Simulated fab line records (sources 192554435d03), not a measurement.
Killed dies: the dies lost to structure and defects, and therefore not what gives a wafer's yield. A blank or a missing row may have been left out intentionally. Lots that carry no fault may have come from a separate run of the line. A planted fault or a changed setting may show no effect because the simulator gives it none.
One fault through the eyes of 2 desks :: flow n5Finfet :: each desk has only its own numbers; what lay behind them comes last

TOOL OWNER'S DESK, aldSin-04
The tool's own readings at N5_FIN_SAQP_SPACER1_ALD_24 (deposits SiO2, target thk 20.3 nm, pulse time 1 s, purge time 2 s): means of the sampled wafers that have a number, for each lot that ran on this tool. If a lot's mean is further than 4 standard deviations from the usual mean, the lot is out of limits and carries the mark OUT (the distance appears in the brackets).
Columns: A = chamberPressureTorr at N5_FIN_SAQP_SPACER1_ALD_24, usual 2.001 Torr; B = heaterPowerW at N5_FIN_SAQP_SPACER1_ALD_24, usual 485 W; C = precursorPulseHeightRel at N5_FIN_SAQP_SPACER1_ALD_24, usual 1.002
lot: L559
first seen here: day 2 00:49
A: 2.002
B: 484
C: 1.006

lot: L563
first seen here: day 3 01:02
A: 2.005
B: 513
C: 1.006

lot: L575
first seen here: day 5 23:08
A: 2.002
B: 508
C: 1.008

lot: L576
first seen here: day 6 04:55
A: 2.006
B: 511
C: 0.976
This desk found nothing out of limits on any of the 4 lots.

AT THE METROLOGY DESK
What the gauges read, lot by lot, whatever tool the lot ran on: means of the sampled wafers that have a number. If a lot's mean is further than 4 standard deviations from the usual mean, the lot is out of limits and carries the mark OUT (the distance appears in the brackets). It has 11 readings, of which 7 appear: the earliest out of limits, and the ones furthest out on some lot.
Columns: A = cdNm at N5_FIN_SAQP_CD_MEAS_27, usual 20.28 nm; B = DIBL_P at N5_BEOL_M4_RC_MEAS_101, usual 35.4 mV/V; C = IOFF_N at N5_BEOL_M4_RC_MEAS_101, usual 0.152 nA/um; D = IOFF_P at N5_BEOL_M4_RC_MEAS_101, usual 0.20 nA/um; E = SS_P at N5_BEOL_M4_RC_MEAS_101, usual 73.1 mV/dec; F = VT_N at N5_BEOL_M4_RC_MEAS_101, usual 251 mV; G = VT_P at N5_BEOL_M4_RC_MEAS_101, usual -251 mV
lot: L559
first seen here: day 2 01:44
A: 20.17
B: 38.0
C: 0.173
D: 0.24
E: 73.9
F: 248
G: -246

lot: L561
first seen here: day 2 12:56
A: 20.42
B: 35.2
C: 0.167
D: 0.24
E: 73.6
F: 250
G: -247

lot: L563
first seen here: day 3 02:00
A: 20.33
B: 37.0
C: 0.179
D: 0.19
E: 73.5
F: 250
G: -254

lot: L565
first seen here: day 3 14:02
A: 20.24
B: 36.6
C: 0.159
D: 0.23
E: 72.6
F: 248
G: -247

lot: L575
first seen here: day 6 00:02
A: 16.10 (-21) OUT
B: -
C: -
D: -
E: -
F: -
G: -

lot: L576
first seen here: day 6 05:52
A: 16.14 (-21) OUT
B: -
C: -
D: -
E: -
F: -
G: -

lot: L580
first seen here: day 7 06:48
A: 20.33
B: 36.1
C: 0.152
D: 0.19
E: 73.3
F: 251
G: -251

lot: L582
first seen here: day 7 20:22
A: 20.19
B: 33.5
C: 0.119
D: 0.19
E: 72.8
F: 255
G: -251
Finding of this desk: L575, L576 out of limits; the first was L575 at day 6 00:02, on cdNm at N5_FIN_SAQP_CD_MEAS_27. Within limits: L559, L561, L563, L565, L580, L582.

PUT TOGETHER
At day 6 00:02 the metrology desk could have sounded an alarm, on L575, L576.
The desk of the tool owner found nothing out of limits.
On record at the tool owner's desk: L575, L576, within its limits.
On aldSin-04, each named lot ran N5_FIN_SAQP_SPACER1_ALD_24.

WHAT THE SIMULATOR HAD INSERTED
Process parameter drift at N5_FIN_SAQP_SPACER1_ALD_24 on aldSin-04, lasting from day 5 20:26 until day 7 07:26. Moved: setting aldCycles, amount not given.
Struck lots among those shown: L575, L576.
Delay in hours, fault start to first out-of-limits reading, per desk: metrology desk 4.
